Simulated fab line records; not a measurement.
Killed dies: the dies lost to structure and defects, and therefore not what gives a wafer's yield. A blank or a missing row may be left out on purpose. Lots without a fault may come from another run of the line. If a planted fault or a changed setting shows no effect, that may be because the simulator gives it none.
8D (eight disciplines) problem report, filled in by code || flow n5-finfet || the parts of the form that need people (team, actions taken, sign-off) are left out

== 1. PROBLEM STATEMENT ==
oes-product-au at N5_FIN_SAQP_MANDREL_ETCH_58 reads a mean of 0.635 a.u. on 6 wafers of 2 lots; wafers without a fault read 0.703 a.u. with a standard deviation of 0.011. Measured from the usual mean, that is -6.1 standard deviations.
The step: etches a-Si in HBr/Cl2, stops on SiNx, target depth 45 nm, bt time 10 s, time 27 s.
The first sign was on wafer L702.1 at day 4 12:42, on rie-si-03. The record holds 24 wafers of 8 lots with a number at this step. Rule for "out", or "out of limits": more than 4 standard deviations from the usual mean. All remaining wafers that have a number are taken as sound.

== 2. WHAT THIS IS AND IS NOT ==
{"question": "which readings at this step", "is": "oes-product-au", "is not": "drypump-motor-current-A, throttle-valve-pct"}
{"question": "which lots", "is": "L702, L705", "is not": "L694, L695, L709, L710, L711, L712"}
{"question": "which wafers of those lots", "is": "all that have a number", "is not": "-"}
{"question": "read on which tools", "is": "rie-si-03", "is not": "rie-si-01, rie-si-02"}
{"question": "when", "is": "from day 4 12:42", "is not": "up to then (6 sound wafers); but 12 sound wafers of L709, L710, L711, L712 came after"}

== 3. WHAT RULES OUT EACH SUSPECT ==
Counting: a tool stays on the suspect list if, at a process step up to the reading, it processed all lots that are out and no sound lot following the first of them.
- rie-si-03 at N5_FIN_SAQP_MANDREL_ETCH_58 (etches a-Si in HBr/Cl2, stops on SiNx, target depth 45 nm, bt time 10 s, time 27 s): kept. Every lot that is out went through it, starting with L702 (day 4 12:42), and after that it ran no sound lot; the last sound lot it ran before then is L695 (day 2 18:18). Out on those wafers are its own readings of oes-product-au.
The count leaves rie-si-03 at N5_FIN_SAQP_MANDREL_ETCH_58.

== 4. THE CAUSE (what the simulator had put in) ==
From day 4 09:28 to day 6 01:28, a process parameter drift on rie-si-03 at N5_FIN_SAQP_MANDREL_ETCH_58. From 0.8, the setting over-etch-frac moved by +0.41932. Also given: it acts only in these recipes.
This tool alone remained once counting was done.

== 5. THE EFFECT CHAIN, in route order ==
Each row: a reading where the mean over the struck wafers with a number is more than 3 standard deviations away from the usual. Scope: only readings with a usual standard deviation given in the record; hours: median across lots of the time from each lot's start at the first step in this table that gives one to its start at this step; sigmas: change in usual standard deviations.
{"hours": 0, "step": "N5_FIN_SAQP_MANDREL_ETCH_58", "reading": "oes-product-au", "usual": "0.703 a.u.", "on struck wafers": 0.635, "change": -0.068, "sigmas": -6.1}
{"hours": 2, "step": "N5_FIN_SAQP_HM_OPEN_33", "reading": "etch-rf-on-time-s", "usual": "69.1 s", "on struck wafers": 63.9, "change": -5.2, "sigmas": -4.0}
It contains these process steps:
- N5_FIN_SAQP_MANDREL_ETCH_58: etches a-Si in HBr/Cl2, stops on SiNx, target depth 45 nm, bt time 10 s, time 27 s.
- N5_FIN_SAQP_HM_OPEN_33: chemistry CH3F/O2, target SiNx, target depth 49.4 nm, time 70.6 s.
Later steps that measure or inspect, where all struck wafers having a row at the step show a number for every such reading and not one has moved that far: N5_BEOL_M4_RC_MEAS_101.

== 6. WHAT WOULD HAVE CAUGHT IT SOONER ==
3 hours passed between the start of the fault at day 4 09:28 and the first reading out of limits in this record, taken at day 4 12:42.
